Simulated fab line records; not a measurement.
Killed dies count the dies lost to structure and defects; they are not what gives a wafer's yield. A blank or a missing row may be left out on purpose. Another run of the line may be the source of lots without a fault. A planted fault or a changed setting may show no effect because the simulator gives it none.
A lot that was struck, set against a sound lot | flow nandHarc | 14 steps out of a route of 1159
Sound: the wafers L107.1, L107.2, L107.3. The struck wafers were L109.1, L109.3, L109.5. The cause is given at the end.
Per side, at each step with rows, come the tool, then ch with its chambers, and then its first start. Under that, the readings that differ: sound wafers | struck wafers | difference of the means | sigmas: that difference in standard deviations of wafers without a fault.
alike: readings whose means differ by less than 2 such deviations, and words and numbers that are the same on both sides. not compared: withheld readings, readings that some wafer has no value for, bounds like >300 that may hide the same value, and numbers for which the record gives no deviation and whose values overlap.
Wherever a step has rows on one side only, a row that says differs or no value, or a row with sigmas, the two part there. Numbers that don't overlap but have no deviation are shown without sigmas and don't part them. Lack of a reading on every wafer of one side parts them only where that side has two or more wafers.

NHARC_A_M1_DEGAS_29: time 60 s.
  sound: pvdSputter-01 at day 20 05:34; struck: pvdSputter-02 at day 20 16:16
  alike: heaterPowerW
NHARC_A_M1_PRE_CLEAN_30: time 30 s.
  sound on pvdSputter-01; struck on pvdSputter-02
  alike: heaterPowerW
NHARC_A_M1_PVD_20: deposits TaN, target thk 5 nm, time 8.06 s.
  sound on pvdSputter-01; struck on pvdSputter-02
  alike: throttleValvePct
then, 2 steps without rows for these wafers: NHARC_A_M1_PVD_21 (deposits Cu, target thk 30 nm, time 20.49 s); NHARC_A_M1_ECD_22 (material Cu, target thk 400 nm).
NHARC_A_M1_ANNEAL_31: time 90 s.
  sound on rtpAnneal-01 ch 0, day 20 06:26; struck on rtpAnneal-02 ch 0, day 20 17:01
  alike: annealTempCMax, wafer_temp_C_max
then, 1 step without rows for these wafers: NHARC_A_M1_CMP_23 (polishes, t overpolish 20 s, target thk 154.34 nm).
NHARC_A_M1_THK_MEAS_24: measures by xrf.
  sound: filmMetro-02 at day 20 07:06; struck: filmMetro-01 at day 20 17:40
  alike: thkNm
then, 1 step without rows for these wafers: NHARC_A_M1_SRD_25.
NHARC_A_M1_INSPECT_27:
  sound: defectInspect-01 at day 20 07:16; struck: defectInspect-01 at day 20 17:49
  alike: rawDefectCount
then, 1 step without rows for these wafers: NHARC_A_M1_PRE_CLEAN_32 (time 12 s).
NHARC_A_M1_DEP_33: deposits SiCN, target thk 30 nm.
  sound on pecvd-04 ch 0,1,2, day 20 07:24; struck on pecvd-04 ch 0,2, day 20 17:58
reading         | sound             | struck            | difference | sigmas
rfFwdPowerW (W) | 449.7 447.9 451.2 | 377.4 377.8 378.1 | -71.8      | -51
  alike: heaterPowerW
  not compared: sinceWetCleanH
NHARC_A_BONDPAD_DEP_00: deposits SiCN, target thk 250 nm.
  sound on pecvd-02 ch 0,1,2, day 20 07:57; struck on pecvd-01 ch 0,1, day 20 18:44
  alike: heaterPowerW, rfFwdPowerW
  not compared: sinceWetCleanH
NHARC_END_SORT_01:
  the record has rows for the sound wafers here (prober-01 ch 0, day 21 20:55) and none for the struck ones

== WHERE THEY PART ==
Last at NHARC_END_SORT_01 as far as this record goes, first at NHARC_A_M1_DEP_33.

WHY: the cause the simulator had injected
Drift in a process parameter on pecvd-04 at NHARC_A_M1_DEP_33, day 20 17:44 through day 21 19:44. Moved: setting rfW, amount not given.
